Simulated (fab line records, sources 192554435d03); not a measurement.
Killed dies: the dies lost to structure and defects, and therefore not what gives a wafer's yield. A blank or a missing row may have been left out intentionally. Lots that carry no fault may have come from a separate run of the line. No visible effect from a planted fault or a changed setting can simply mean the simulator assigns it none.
Split-lot experiment    flow n5_finfet    7 lots, 21 wafers read, on a route of 1938 steps

## ABOUT THE SPLIT
At N5_BEOL_M4_ETCH_64 (etches SOC in N2/H2, target depth 75 nm, overetch 22.5 nm, time 121.9 s), the setting bias_w was moved away from the recipe's 150 W on 8 of the 21 wafers read, by -13.1% to +17.7%. All remaining wafers had this setting at the recipe value.

The split's own step is where the reading is taken.

## THE READING
rf_vpp_V, in V, at N5_BEOL_M4_ETCH_64 (etches SOC in N2/H2, target depth 75 nm, overetch 22.5 nm, time 121.9 s). On this fab line, fault-free wafers typically give 524.5 V with a standard deviation of 2.6 V.

wafer   tool, chamber at the split  bias_w as run, W  against the recipe  rf_vpp_V, V  against lot-mates on the recipe
L075.1  rie_diel-03, 1              150               recipe              524.4        -
L075.3  rie_diel-03, 3              150               recipe              525.0        -
L075.5  rie_diel-03, 3              150               recipe              524.2        -
L082.1  rie_diel-03, 3              150               recipe              523.6        -
L082.2  rie_diel-03, 2              150               recipe              522.2        -
L082.6  rie_diel-03, 0              150               recipe              521.5        -
L083.1  rie_diel-02, 3              150               recipe              526.4        -
L083.3  rie_diel-02, 2              157               +4.7%               534.9        +8.5
L083.4  rie_diel-02, 3              157               +4.7%               542.2        +15.8
L087.1  rie_diel-02, 1              176.6             +17.7%              586.7        +60.5
L087.2  rie_diel-02, 0              176.6             +17.7%              581.7        +55.5
L087.4  rie_diel-02, 3              150               recipe              526.2        -
L093.3  rie_diel-03, 3              130.3             -13.1%              477.8        -43.6
L093.5  rie_diel-03, 3              130.3             -13.1%              479.4        -42.0
L093.6  rie_diel-03, 0              150               recipe              521.4        -
L095.2  rie_diel-03, 2              161.1             +7.4%               546.9        +21.0
L095.4  rie_diel-03, 3              161.1             +7.4%               549.3        +23.4
L095.6  rie_diel-03, 1              150               recipe              525.9        -
L096.1  rie_diel-04, 3              150               recipe              520.4        -
L096.3  rie_diel-04, 2              150               recipe              522.4        -
L096.6  rie_diel-04, 1              150               recipe              524.5        -

FIT RESULTS
A straight line over all 21 wafers: rf_vpp_V changes by +3.4 V for each +1% of bias_w; r = +1.00; the points scatter about the line by 2.2 V.
The same after taking each lot's own level away (the mean of its wafers on the recipe; 21 wafers): +3.23 V for each +1%; r = +1.00; scatter 2 V.
According to that fit, moving bias_w by its largest amount changes the reading by 57 V.
Across the lots, their own levels run from 521.40 to 526.40 V, a range of 1.9 times the standard deviation given above.
Consequently the slope shifts little with the lot-to-lot level, the two slopes agreeing.
Check: +55.3 V against its lot-mates is what the line predicts for one of the wafers moved furthest among these (+17.7%) when that wafer is left out of the fit. It came out at +60.5 V against them.
Tool readings at the split's step, against how far the setting was moved: rf_vpp_V r = +1.00.

## FURTHER SPLITS ON THESE WAFERS
Other splits were also applied to these wafers ahead of the reading. Each is held against what the fit with the lots' levels taken away leaves over:
other split on the same wafers     wafers away from the commonest value  r with rf_vpp_V (lot level and that fit taken away)
N5_BEOL_M2_DESCUM_16 time_s        7                                     +0.26
N5_BEOL_M3_COAT_05 spin_rpm        8                                     +0.09
N5_BEOL_M3_ETCH_64 time_s          3                                     -0.41
N5_BEOL_M3_ETCH_41 target_depth_a  10                                    +0.28
N5_BEOL_M4_COAT_05 spin_rpm        8                                     +0.03

## THE WHOLE CHAIN: every reading that the file lists as answering this split, in the file's order
step                what it does                                                             reading                                                                           change (the file's fit)                 r (the file's)
N5_BEOL_M4_ETCH_64  etches SOC in N2/H2, target depth 75 nm, overetch 22.5 nm, time 121.9 s  rf_vpp_V                                                                          +3.21 V for each +1% of the setting     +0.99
N5_BEOL_M4_ETCH_64  etches SOC in N2/H2, target depth 75 nm, overetch 22.5 nm, time 121.9 s  SiARC_of_BEOL_M4_COAT_62.thk_nm (the simulator's own value, which no gauge read)  -0.0834 nm for each +1% of the setting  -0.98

## THE FILE'S OWN FIT
rf_vpp_V changes by +3.21 V for each +1% of bias_w, r = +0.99.
